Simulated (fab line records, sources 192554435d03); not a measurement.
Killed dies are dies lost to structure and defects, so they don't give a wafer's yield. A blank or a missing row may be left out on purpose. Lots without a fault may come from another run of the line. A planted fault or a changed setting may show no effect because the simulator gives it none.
Which tool did it? | flow n5_finfet | 24 lots, 72 wafers sampled, at 4 steps of a route of 1938

WHAT THE GAUGES READ, wafer by wafer
N5_BEOL_M4_CD_MEAS_28: target cd 26.2 nm, target cd y 24.1 nm. Usual: cd_nm 26.30 nm, standard deviation 0.27.
lot  | measured     | on        | cd_nm (nm)        | flag
L076 | day 10 02:23 | cd_sem-02 | 26.68 26.39 26.35 |
L074 | day 10 07:59 | cd_sem-02 | 25.92 26.17 26.07 |
L075 | day 10 13:31 | cd_sem-01 | 26.38 26.40 26.26 |
L077 | day 10 16:34 | cd_sem-03 | 26.29 26.22 26.15 |
L078 | day 10 17:55 | cd_sem-03 | 26.58 26.11 26.58 |
L079 | day 10 18:10 | cd_sem-01 | 26.34 25.90 26.25 |
L081 | day 10 21:47 | cd_sem-01 | 26.26 26.59 25.85 |
L080 | day 11 07:41 | cd_sem-01 | 26.47 26.51 26.53 |
L083 | day 11 12:05 | cd_sem-01 | 26.35 26.56 26.30 |
L082 | day 11 11:59 | cd_sem-02 | 26.69 26.66 26.75 |
L085 | day 11 21:20 | cd_sem-01 | 26.79 25.61 25.72 |
L084 | day 12 04:26 | cd_sem-03 | 25.50 26.23 26.12 |
L086 | day 12 07:14 | cd_sem-03 | 26.22 26.55 26.26 |
L087 | day 13 12:53 | cd_sem-02 | 25.76 26.45 26.31 |
L088 | day 13 12:42 | cd_sem-02 | 26.17 26.18 26.17 |
L089 | day 13 13:53 | cd_sem-01 | 26.46 26.52 26.37 |
L090 | day 13 16:44 | cd_sem-01 | 26.57 26.83 26.42 |
L091 | day 13 23:16 | cd_sem-01 | 26.70 26.63 26.18 |
L092 | day 14 04:32 | cd_sem-03 | 26.39 26.20 26.15 |
L093 | day 14 05:38 | cd_sem-03 | 26.48 26.46 26.55 |
L094 | day 14 17:34 | cd_sem-03 | 26.24 26.15 26.18 |
L095 | day 14 22:08 | cd_sem-03 | 26.05 25.94 25.94 |
L096 | day 15 13:28 | cd_sem-02 | 25.98 25.99 26.59 |
L097 | day 15 19:08 | cd_sem-02 | 25.99 26.36 26.18 |

N5_BEOL_M4_OVL_MEAS_29. Usual: V3_OVL -0.3 nm, standard deviation 0.65.
lot  | measured     | on         | V3_OVL (nm)    | flag
L076 | day 10 02:25 | overlay-02 | -1.2 -0.4 -0.6 |
L074 | day 10 08:01 | overlay-01 | -0.6 -0.4 -1.0 |
L075 | day 10 13:33 | overlay-01 | -0.3 0.0 0.4   |
L077 | day 10 16:37 | overlay-02 | -0.2 -0.2 -0.6 |
L078 | day 10 17:56 | overlay-01 | 0.3 0.3 0.0    |
L079 | day 10 18:12 | overlay-02 | -0.2 -0.7 0.4  |
L081 | day 10 21:49 | overlay-01 | -0.3 -0.5 0.3  |
L080 | day 11 07:43 | overlay-01 | 0.0 -0.1 1.0   |
L083 | day 11 12:07 | overlay-01 | -1.1 -0.1 -0.2 |
L082 | day 11 12:01 | overlay-01 | -0.8 -0.5 -0.6 |
L085 | day 11 21:22 | overlay-02 | 0.4 0.1 -0.3   |
L084 | day 12 04:28 | overlay-02 | -1.2 -0.8 -0.6 |
L086 | day 12 07:17 | overlay-02 | 0.6 -0.6 -0.2  |
L087 | day 13 12:55 | overlay-01 | -0.9 0.1 0.1   |
L088 | day 13 12:44 | overlay-02 | 0.7 1.1 0.6    |
L089 | day 13 13:55 | overlay-01 | -0.5 -0.6 -0.8 |
L090 | day 13 16:46 | overlay-02 | -1.1 0.4 -0.6  |
L091 | day 13 23:19 | overlay-02 | -0.7 -0.6 -1.2 |
L092 | day 14 04:35 | overlay-02 | -1.1 -0.4 0.1  |
L093 | day 14 05:41 | overlay-02 | -1.3 -1.4 -0.7 |
L094 | day 14 17:36 | overlay-02 | 0.0 -0.1 1.7   |
L095 | day 14 22:10 | overlay-01 | -1.5 -0.6 -0.7 |
L096 | day 15 13:29 | overlay-01 | -1.5 -0.4 -0.6 |
L097 | day 15 19:11 | overlay-01 | -0.8 -0.9 0.2  |

WHICH TOOL RAN EACH LOT (tool, then ch and the chambers of the sampled wafers, then the start)
lot  | N5_BEOL_M3_ANNEAL_51             | N5_BEOL_M3_CO_CAP_55
L076 | rtp_anneal-01 ch 0, day 9 20:05  | cvd_co-01 ch 1,2, day 9 20:42
L074 | rtp_anneal-01 ch 0, day 10 04:04 | cvd_co-02 ch 0,1,2, day 10 04:39
L075 | rtp_anneal-01 ch 0, day 10 10:22 | cvd_co-01 ch 1,2, day 10 11:02
L077 | rtp_anneal-02 ch 0, day 10 12:07 | cvd_co-02 ch 0,1,2, day 10 12:44
L078 | rtp_anneal-01 ch 0, day 10 14:31 | cvd_co-01 ch 0,1,2, day 10 15:14
L079 | rtp_anneal-02 ch 0, day 10 14:41 | cvd_co-02 ch 0,1, day 10 15:28
L081 | rtp_anneal-01 ch 0, day 10 18:23 | cvd_co-01 ch 0,1,2, day 10 19:03
L080 | rtp_anneal-01 ch 0, day 11 04:53 | cvd_co-02 ch 0, day 11 05:31
L083 | rtp_anneal-02 ch 0, day 11 06:32 | cvd_co-02 ch 0, day 11 07:17
L082 | rtp_anneal-01 ch 0, day 11 06:40 | cvd_co-01 ch 0,1,2, day 11 07:20
L085 | rtp_anneal-02 ch 0, day 11 18:08 | cvd_co-01 ch 0,1,2, day 11 19:11
L084 | rtp_anneal-01 ch 0, day 12 01:28 | cvd_co-02 ch 0,1,2, day 12 02:08
L086 | rtp_anneal-01 ch 0, day 12 04:04 | cvd_co-01 ch 0,1,2, day 12 04:39
L087 | rtp_anneal-02 ch 0, day 13 06:38 | cvd_co-02 ch 0,1,2, day 13 07:19
L088 | rtp_anneal-01 ch 0, day 13 07:06 | cvd_co-01 ch 0,1,2, day 13 07:49
L089 | rtp_anneal-02 ch 0, day 13 09:56 | cvd_co-01 ch 0,1,2, day 13 10:37
L090 | rtp_anneal-02 ch 0, day 13 12:51 | cvd_co-01 ch 0,2, day 13 13:29
L091 | rtp_anneal-02 ch 0, day 13 19:32 | cvd_co-01 ch 1,2, day 13 20:07
L092 | rtp_anneal-02 ch 0, day 13 23:44 | cvd_co-01 ch 0,1,2, day 14 00:23
L093 | rtp_anneal-01 ch 0, day 14 01:46 | cvd_co-01 ch 0,1, day 14 02:26
L094 | rtp_anneal-02 ch 0, day 14 14:06 | cvd_co-02 ch 0,1,2, day 14 14:47
L095 | rtp_anneal-02 ch 0, day 14 18:03 | cvd_co-01 ch 0,1, day 14 18:46
L096 | rtp_anneal-01 ch 0, day 15 10:47 | cvd_co-01 ch 0,1, day 15 11:28
L097 | rtp_anneal-02 ch 0, day 15 14:38 | cvd_co-02 ch 0,2, day 15 15:17
- N5_BEOL_M3_ANNEAL_51: time 90 s.
- N5_BEOL_M3_CO_CAP_55: material Co, precursor CCTBA/H2, target thk 2 nm, time 102.1 s.

WHAT THE TOOLS THEMSELVES READ (means of the sampled wafers that have a number; where no wafer has one, the mark that the record gives instead)
N5_BEOL_M3_ANNEAL_51. Usual: wafer_temp_C_max 225.91, standard deviation 0.2.
lot  | tool          | wafer_temp_C_max | flag
L076 | rtp_anneal-01 | 225.99           |
L074 | rtp_anneal-01 | 225.94           |
L075 | rtp_anneal-01 | 225.96           |
L077 | rtp_anneal-02 | 226.02           |
L078 | rtp_anneal-01 | 225.72           |
L079 | rtp_anneal-02 | 225.89           |
L081 | rtp_anneal-01 | 225.89           |
L080 | rtp_anneal-01 | 225.98           |
L083 | rtp_anneal-02 | 225.97           |
L082 | rtp_anneal-01 | 226.09           |
L085 | rtp_anneal-02 | 225.94           |
L084 | rtp_anneal-01 | 225.76           |
L086 | rtp_anneal-01 | 225.79           |
L087 | rtp_anneal-02 | 225.97           |
L088 | rtp_anneal-01 | 225.82           |
L089 | rtp_anneal-02 | 225.80           |
L090 | rtp_anneal-02 | 225.87           |
L091 | rtp_anneal-02 | 225.81           |
L092 | rtp_anneal-02 | 226.05           |
L093 | rtp_anneal-01 | 225.91           |
L094 | rtp_anneal-02 | 225.90           |
L095 | rtp_anneal-02 | 225.91           |
L096 | rtp_anneal-01 | 225.98           |
L097 | rtp_anneal-02 | 225.99           |

N5_BEOL_M3_CO_CAP_55. Usual: heater_power_w 239 W, standard deviation 23.
lot  | tool      | heater_power_w (W) | flag
L076 | cvd_co-01 | 231                |
L074 | cvd_co-02 | 260                |
L075 | cvd_co-01 | 229                |
L077 | cvd_co-02 | 257                |
L078 | cvd_co-01 | 225                |
L079 | cvd_co-02 | 249                |
L081 | cvd_co-01 | 223                |
L080 | cvd_co-02 | 263                |
L083 | cvd_co-02 | 260                |
L082 | cvd_co-01 | 222                |
L085 | cvd_co-01 | 226                |
L084 | cvd_co-02 | 259                |
L086 | cvd_co-01 | 223                |
L087 | cvd_co-02 | 262                |
L088 | cvd_co-01 | 225                |
L089 | cvd_co-01 | 225                |
L090 | cvd_co-01 | 216                |
L091 | cvd_co-01 | 225                |
L092 | cvd_co-01 | 223                |
L093 | cvd_co-01 | 230                |
L094 | cvd_co-02 | 260                |
L095 | cvd_co-01 | 232                |
L096 | cvd_co-01 | 222                |
L097 | cvd_co-02 | 270                |

THE ANSWER, worked out from the rows above alone
Rule: a lot is off if the mean of its wafers that have a number lies more than 3 standard deviations from the usual mean. A lot without any number at a reading at which 4 lots or more have one is off too. The other lots that the step has rows for count as sound. The gauges are gone through in route order, then the tools' own readings, and for those a lot's mean is taken as printed above. The first step at which some lot is off is used, and at that step the reading that is off furthest; a lot without a number counts as furthest.
No lot is off at any reading shown: from this, nothing can be told.

WHAT THE SIMULATOR HAD PUT IN
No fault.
